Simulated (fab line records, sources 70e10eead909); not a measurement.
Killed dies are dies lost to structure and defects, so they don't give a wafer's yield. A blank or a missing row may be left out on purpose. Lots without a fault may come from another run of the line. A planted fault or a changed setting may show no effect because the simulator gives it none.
Chamber matching | flow nand_harc | NHARC_A_CHANNEL_HOLE_D2_ETCH_44 on rie_diel-04: 4 sister chambers
The step etches the open film in CF4/O2, target depth 140 nm, overetch 14 nm, time 77 s. 14 wafers are shown with their chamber, then 7 later ones without.

WAFERS WITH THEIR CHAMBER
wafer  | chamber | showerhead_plenum_p_Torr (Torr) | drypump_motor_current_A (A) | oes_product_au (a.u.)
L602.3 | 3       | 1.35                            | 5.4                         | 1.015
L602.4 | 0       | 1.34                            | 5.8                         | 0.998
L602.6 | 2       | 1.26                            | 5.7                         | 0.991
L605.3 | 3       | 1.35                            | 5.3                         | 1.016
L605.4 | 0       | 1.34                            | 5.8                         | 1.015
L605.5 | 2       | 1.25                            | 5.7                         | 0.994
L607.1 | 2       | 1.25                            | 5.7                         | 1.001
L607.2 | 0       | 1.34                            | 5.8                         | 1.002
L607.3 | 3       | 1.35                            | 5.4                         | 1.013
L610.3 | 2       | 1.25                            | 5.7                         | 1.005
L610.4 | 0       | 1.34                            | 5.8                         | 0.990
L610.6 | 2       | 1.25                            | 5.7                         | 1.009
L612.2 | 3       | 1.35                            | 5.3                         | 1.003
L612.5 | 1       | 1.29                            | 6.2                         | 0.975

SIGNATURES (means of the wafers above)
reading                  | chamber 0 | chamber 1 | chamber 2 | chamber 3 | scatter within a chamber
showerhead_plenum_p_Torr | 1.3400    | 1.2900    | 1.2520    | 1.3500    | 0.00283
drypump_motor_current_A  | 5.800     | 6.200     | 5.700     | 5.350     | 0.0316
oes_product_au           | 1.00125   | 0.97500   | 1.00000   | 1.01175   | 0.00811
Rule: a wafer's distance from a chamber is the root of the sum, over the readings, of the square of ((its reading less the chamber's mean) divided by the reading's scatter). The wafer belongs to the nearest chamber; if the next one is less than 2 further off, it can't be placed. The scatter: the root of (the sum of the squares of (reading less its chamber's mean) over the shown wafers, divided by (wafers less chambers)).

WAFERS WITHOUT THEIR CHAMBER
wafer  | showerhead_plenum_p_Torr (Torr) | drypump_motor_current_A (A) | oes_product_au (a.u.)
L612.6 | 1.34                            | 5.8                         | 0.998
L613.1 | 1.29                            | 6.2                         | 0.984
L613.2 | 1.25                            | 5.7                         | 1.004
L613.4 | 1.35                            | 5.3                         | 1.012
L624.2 | 1.29                            | 6.2                         | 0.993
L624.3 | 1.35                            | 5.4                         | 1.002
L624.5 | 1.25                            | 5.7                         | 1.007

WHICH CHAMBER EACH WENT THROUGH
wafer  | from the rows above | in truth
L612.6 | 0                   | 0
L613.1 | 1                   | 1
L613.2 | 2                   | 2
L613.4 | 3                   | 3
L624.2 | 1                   | 1
L624.3 | 3                   | 3
L624.5 | 2                   | 2
Placed correctly: 7 of 7. Can't be placed from these rows: 0. Placed wrongly: 0.
